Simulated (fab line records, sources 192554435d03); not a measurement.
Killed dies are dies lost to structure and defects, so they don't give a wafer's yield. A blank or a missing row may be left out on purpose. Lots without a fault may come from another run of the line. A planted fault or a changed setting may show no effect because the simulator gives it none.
Split-lot experiment | flow n5_finfet | 7 lots, 21 wafers read, on a route of 1938 steps

THE SPLIT
At N5_BEOL_M1_ETCH_70 (etches SOC in N2/H2, target depth 80 nm, overetch 16 nm, time 120 s), the setting bias_w was moved away from the recipe's 150 W on 9 of the 21 wafers read, by -13.8% to +16.3%. The other wafers ran this setting at the recipe's value.

The reading is taken at the split's own step.

THE READING
rf_vpp_V, in V, at N5_BEOL_M1_ETCH_70 (etches SOC in N2/H2, target depth 80 nm, overetch 16 nm, time 120 s). Fault-free wafers of this fab line usually give 524.1 V, standard deviation 2.4 V.

wafer  | tool, chamber at the split | bias_w as run, W | against the recipe | rf_vpp_V, V | against lot-mates on the recipe
L077.1 | rie_diel-02, 1             | 150              | recipe             | 527.8       | -
L077.2 | rie_diel-02, 2             | 150              | recipe             | 520.8       | -
L077.4 | rie_diel-02, 0             | 172.6            | +15.1%             | 573.0       | +48.7
L082.1 | rie_diel-01, 1             | 150              | recipe             | 523.3       | -
L082.4 | rie_diel-01, 0             | 150              | recipe             | 524.5       | -
L082.5 | rie_diel-01, 1             | 160.5            | +7.0%              | 546.0       | +22.1
L085.1 | rie_diel-04, 0             | 150              | recipe             | 525.2       | -
L085.3 | rie_diel-04, 1             | 174.4            | +16.3%             | 573.0       | +47.8
L085.4 | rie_diel-04, 3             | 174.4            | +16.3%             | 580.4       | +55.2
L086.2 | rie_diel-01, 3             | 150              | recipe             | 522.2       | -
L086.5 | rie_diel-01, 3             | 129.3            | -13.8%             | 473.9       | -48.3
L086.6 | rie_diel-01, 2             | 150              | recipe             | 522.1       | -
L089.1 | rie_diel-02, 3             | 150              | recipe             | 525.5       | -
L089.3 | rie_diel-02, 2             | 150              | recipe             | 519.9       | -
L089.4 | rie_diel-02, 1             | 150              | recipe             | 527.4       | -
L092.2 | rie_diel-01, 0             | 164.6            | +9.7%              | 556.8       | +34.2
L092.4 | rie_diel-01, 2             | 150              | recipe             | 522.6       | -
L092.6 | rie_diel-01, 2             | 164.6            | +9.7%              | 553.3       | +30.7
L094.3 | rie_diel-01, 3             | 142              | -5.3%              | 504.3       | -19.1
L094.5 | rie_diel-01, 1             | 150              | recipe             | 523.4       | -
L094.6 | rie_diel-01, 0             | 142              | -5.3%              | 507.5       | -15.9

THE FIT
A straight line over all 21 wafers: rf_vpp_V changes by +3.33 V for each +1% of bias_w; r = +1.00; the points scatter about the line by 2.5 V.
The same after taking each lot's own level away (the mean of its wafers on the recipe; 21 wafers): +3.27 V for each +1%; r = +1.00; scatter 2.4 V.
On that fit, the largest move of bias_w shifts the reading by 53 V.
The lots' own levels span 522.15 to 525.20 V, that is 1.3 times the standard deviation above.
So the lot-to-lot level changes the slope little: the two slopes agree.
Check: with one of the wafers moved furthest among these (+16.3%) left out of the fit, the line predicts +54.3 V for it against its lot-mates. It came out at +47.8 V against them.
Tool readings at the split's step, against how far the setting was moved: rf_vpp_V r = +1.00.

OTHER SPLITS ON THESE WAFERS
These wafers also went through other splits before the reading. Each is held against what the fit with the lots' levels taken away leaves over:
other split on the same wafers               | wafers away from the commonest value | r with rf_vpp_V (lot level and that fit taken away)
N5_HKMG_FIN_ETCH_58 source_w                 | 6                                    | -0.15
N5_GATE_CUT_COAT_27 spin_rpm                 | 5                                    | +0.00
N5_GATE_CUT_EXPOSE_10 dose_mj                | 6                                    | -0.23
N5_MOL_CONTACT_COAG_CONTACT_ETCH_14 source_w | 9                                    | -0.15
N5_MOL_CONTACT_COAG_ETCH_91 source_w         | 7                                    | +0.22
N5_BEOL_M0_SAQP_PECVD_04 time_s              | 8                                    | -0.06
N5_BEOL_M0_DEP_125 time_s                    | 9                                    | -0.11
N5_BEOL_M1_PECVD_72 time_s                   | 8                                    | +0.02

THE WHOLE CHAIN: every reading that the file lists as answering this split, in the file's order
step               | what it does                                                        | reading                                                                          | change (the file's fit)                | r (the file's)
N5_BEOL_M1_ETCH_70 | etches SOC in N2/H2, target depth 80 nm, overetch 16 nm, time 120 s | rf_vpp_V                                                                         | +3.28 V for each +1% of the setting    | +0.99
N5_BEOL_M1_ETCH_70 | etches SOC in N2/H2, target depth 80 nm, overetch 16 nm, time 120 s | SiARC_of_BEOL_M1_COAT_68.thk_nm (the simulator's own value, which no gauge read) | -0.0725 nm for each +1% of the setting | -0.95

THE FILE'S OWN FIT
rf_vpp_V changes by +3.28 V for each +1% of bias_w, r = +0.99.
